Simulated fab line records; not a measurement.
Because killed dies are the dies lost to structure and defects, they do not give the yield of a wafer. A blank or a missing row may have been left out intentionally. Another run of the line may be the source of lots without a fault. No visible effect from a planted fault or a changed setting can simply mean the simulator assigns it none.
A struck lot beside a sound one -- flow n5-finfet -- 15 out of 1938 route steps
Sound: the wafers L306.3, L306.5, L306.6. Struck: wafers L319.1, L319.2, L319.5. The cause is named last.
At each step with rows: each side's tool, then ch and its chambers, then its first start. Under that, the readings that differ: sound wafers -- struck wafers -- difference of the means -- sigmas: that difference in standard deviations of wafers without a fault.
alike: words and numbers the same on both sides, and readings whose means are apart by under 2 such deviations; not compared: readings that were withheld, readings missing a value for some wafer, numbers with overlapping values and no deviation given by the record, and bounds like >300 which may hide the same value.
The two part at a step that has a row with sigmas, a row that says differs or no value, or rows on one side only. When numbers do not overlap yet have no deviation, they are printed without sigmas and do not part them. A reading that every wafer of one side lacks parts them only if that side has two wafers or more.

first, 1 step without rows for these wafers: N5_MOL_CONTACT_COAG_DESCUM_13 (chemistry O2, time 7 s).
N5_MOL_CONTACT_COAG_ETCH_59: etches underlayer in N2/H2, target depth 13 nm, time 10.4 s.
  sound on rie-diel-02 ch 0,3, day 5 03:53; struck on rie-diel-01 ch 0,1, day 8 03:16
  alike: drypump-motor-current-A, etch-rf-on-time-s, oes-product-au, rf-vpp-V, showerhead-plenum-p-Torr, throttle-valve-pct
  not compared: rf-hours-counter-h
then, 1 step without rows for these wafers: N5_MOL_CONTACT_COAG_ETCH_105 (etches SiARC in CF4, target depth 15.6 nm, time 26 s).
N5_MOL_CONTACT_COAG_ETCH_106: etches SOC in N2/H2, target depth 80 nm, overetch 16 nm, time 120 s.
  sound on rie-diel-02 ch 0,3, day 5 03:56; struck on rie-diel-01 ch 0,1, day 8 03:19
  alike: drypump-motor-current-A, oes-product-au, rf-vpp-V, showerhead-plenum-p-Torr, throttle-valve-pct
  not compared: rf-hours-counter-h
then, 2 steps without rows for these wafers: N5_MOL_CONTACT_COAG_STRIP_107 (strips in N2/H2); N5_MOL_CONTACT_COAG_STRIP_108 (strips in N2/H2).
N5_MOL_CONTACT_COAG_CONTACT_ETCH_14: etches SiO2 in C4F6/O2, target depth 27.5 nm, overetch 8.5 nm, time 20 s.
  sound on rie-diel-02 ch 0,3, day 5 04:02; struck on rie-diel-01 ch 0,1, day 8 03:25
reading,sound,struck,difference,sigmas
rf-vpp-V (V),698 699 693,692 687 689,-7,-2
  alike: drypump-motor-current-A, oes_o_777_au, oes-product-au, showerhead-plenum-p-Torr, throttle-valve-pct
  not compared: rf-hours-counter-h
then, 1 step without rows for these wafers: N5_MOL_CONTACT_COAG_STRIP_109 (strips in C4F6/O2).
N5_MOL_CONTACT_COAG_ETCH_15: etches SiNx in CH3F/O2, stops on Si:P, target depth 7 nm.
  sound on rie-diel-02 ch 0,3, day 5 04:04; struck on rie-diel-01 ch 0,1, day 8 03:27
reading,sound,struck,difference,sigmas
showerhead-plenum-p-Torr (Torr),2.16 2.16 1.97,1.96 1.92 1.92,-0.16,-2
  alike: drypump-motor-current-A, oes_o_777_au, oes-product-au, rf-vpp-V, throttle-valve-pct
  not compared: rf-hours-counter-h
N5_MOL_CONTACT_COAG_ETCH_110: etches Si in CF4/O2, target depth 2.5 nm, time 8 s.
  sound on rie-diel-02 ch 0,3, day 5 04:08; struck on rie-diel-01 ch 0,1, day 8 03:31
reading,sound,struck,difference,sigmas
showerhead-plenum-p-Torr (Torr),2.38 2.38 2.20,2.20 2.13 2.13,-0.17,-2
  alike: drypump-motor-current-A, oes_o_777_au, oes-product-au, rf-vpp-V, throttle-valve-pct
  not compared: rf-hours-counter-h
then, 1 step without rows for these wafers: N5_MOL_CONTACT_COAG_STRIP_98 (strips in N2/H2).
N5_MOL_CONTACT_COAG_CD_MEAS_99: target cd 17.2 nm.
  sound: cd-sem-03 at day 5 04:15; struck: cd-sem-03 at day 8 03:38
  alike: cd-nm
N5_MOL_CONTACT_COAG_IMPLANT_129:
  sound on implanter-02 ch 0, day 5 04:20; struck on implanter-01 ch 0, day 8 03:40
reading,sound,struck,difference,sigmas
beam-energy-keV,3.0003 3.0011 3.0011,7.7913 7.7918 7.7920,+4.7909,+99 or more
end-station-pressure-torr (Torr),6e-06 5.9e-06 5.7e-06,1.08e-05 1.13e-05 1.03e-05,+4.93e-06,+15
model.implant.rp-nm (nm),5.993 5.993 5.993,10.88 10.88 10.88,+4.89,
model.implant.drp-nm (nm),2.134 2.134 2.134,3.889 3.889 3.889,+1.755,
then, 1 step without rows for these wafers: N5_MOL_CONTACT_COAG_PRECLEAN_111 (cleans in NF3:NH3, afs cycles 1, time 20 s, sublimation time 60 s).
-- here the record skips 3 days between the struck wafers' starts before and after, leaving off in module MOL_CONTACT_COAG and picking up in module BEOL_M4 (first step shown: number 1111 of the route) --
N5_BEOL_M4_RC_MEAS_101:
  sound on prober-01 ch 0, day 8 02:57; struck on prober-02 ch 0, day 11 06:31
reading,sound,struck,difference,sigmas
DIBL_P (mV/V),38.3 37.9 39.9,35.4 33.7 34.1,-4.3,-2
IOFF_P (nA/um),0.25 0.25 0.28,0.21 0.18 0.18,-0.07,-2
ION_N (uA/um),681 684 692,667 656 658,-25,-2
VT_N (mV),245.9 248.8 246.4,251.8 252.7 253.8,+5.7,+2
VT_P (mV),-247 -247 -245,-254 -252 -254,-7,-2
  alike: DIBL_N, IOFF_N, ION_P, SS_N, SS_P

WHERE THEY PART
First at N5_MOL_CONTACT_COAG_CONTACT_ETCH_14; last, within this record, at N5_BEOL_M4_RC_MEAS_101.

WHY: what had been put in by the simulator
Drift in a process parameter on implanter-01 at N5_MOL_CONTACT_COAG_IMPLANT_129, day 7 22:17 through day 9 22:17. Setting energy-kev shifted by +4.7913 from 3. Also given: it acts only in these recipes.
